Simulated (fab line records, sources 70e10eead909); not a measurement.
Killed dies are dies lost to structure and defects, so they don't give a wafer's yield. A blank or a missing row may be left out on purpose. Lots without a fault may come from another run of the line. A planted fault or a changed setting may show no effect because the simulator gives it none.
One fault seen from 2 desks | flow nand_harc | each desk has only its own numbers; what lay behind them comes last

THE METROLOGY DESK
What the gauges read, lot by lot, whatever tool the lot ran on: means of the sampled wafers that have a number. A lot is out of limits, marked OUT, if its mean lies more than 4 standard deviations from the usual mean; the brackets give that distance.
Columns: A = cd_nm at NHARC_A_CONTACT_CD_MEAS_08, usual 99.8 nm
lot  | first seen here | A
L953 | day 17 08:41    | 99.7
L959 | day 19 01:50    | 100.1
L960 | day 19 08:16    | 76.2 (-46) OUT
L961 | day 19 10:31    | 82.0 (-35) OUT
L957 | day 19 10:34    | 81.6 (-36) OUT
L965 | day 19 18:55    | 99.6
L969 | day 21 01:56    | 99.3
L966 | day 21 04:58    | 99.7
L968 | day 21 10:24    | 99.8
L967 | day 21 12:17    | 99.5
L970 | day 21 20:10    | 100.0
L972 | day 22 14:20    | 99.6
L975 | day 22 19:58    | 99.6
This desk's finding: out of limits on L957, L960, L961; first on L960, day 19 08:16 (cd_nm at NHARC_A_CONTACT_CD_MEAS_08). In limits: L953, L959, L965, L969, L966, L968, L967, L970, L972, L975.

THE TOOL OWNER'S DESK: arfi_scanner-03
The tool's own readings at NHARC_A_CONTACT_EXPOSE_05 (exposes mask A CC): means of the sampled wafers that have a number, for each lot that ran on this tool. A lot is out of limits, marked OUT, if its mean lies more than 4 standard deviations from the usual mean; the brackets give that distance.
Columns: A = exposure_dose_mJ_cm2 at NHARC_A_CONTACT_EXPOSE_05, usual 84.18
lot  | first seen here | A
L953 | day 17 08:32    | 84.29
L959 | day 19 01:42    | 84.33
L960 | day 19 08:07    | 56.02 (-99 or more) OUT
L961 | day 19 10:23    | 61.68 (-99 or more) OUT
L957 | day 19 10:25    | 61.67 (-99 or more) OUT
This desk's finding: out of limits on L957, L960, L961; first on L960, day 19 08:07 (exposure_dose_mJ_cm2 at NHARC_A_CONTACT_EXPOSE_05). In limits: L953, L959.

PUT TOGETHER
The tool owner's desk could have raised an alarm at day 19 08:07, on L957, L960, L961.
The metrology desk could have raised an alarm at day 19 08:16, on L957, L960, L961.
Of the lots named, all ran NHARC_A_CONTACT_EXPOSE_05 on arfi_scanner-03.

WHAT THE SIMULATOR HAD PUT IN
Process parameter drift: arfi_scanner-03, from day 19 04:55 on, at NHARC_A_CONTACT_EXPOSE_05. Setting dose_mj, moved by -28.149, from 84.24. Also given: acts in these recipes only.
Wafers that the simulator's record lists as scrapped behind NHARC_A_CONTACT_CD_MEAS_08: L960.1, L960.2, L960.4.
Lots struck among those shown: L957, L960, L961.
Hours from the fault's start to each desk's first reading out of limits: the tool owner's desk, 3; the metrology desk, 3.
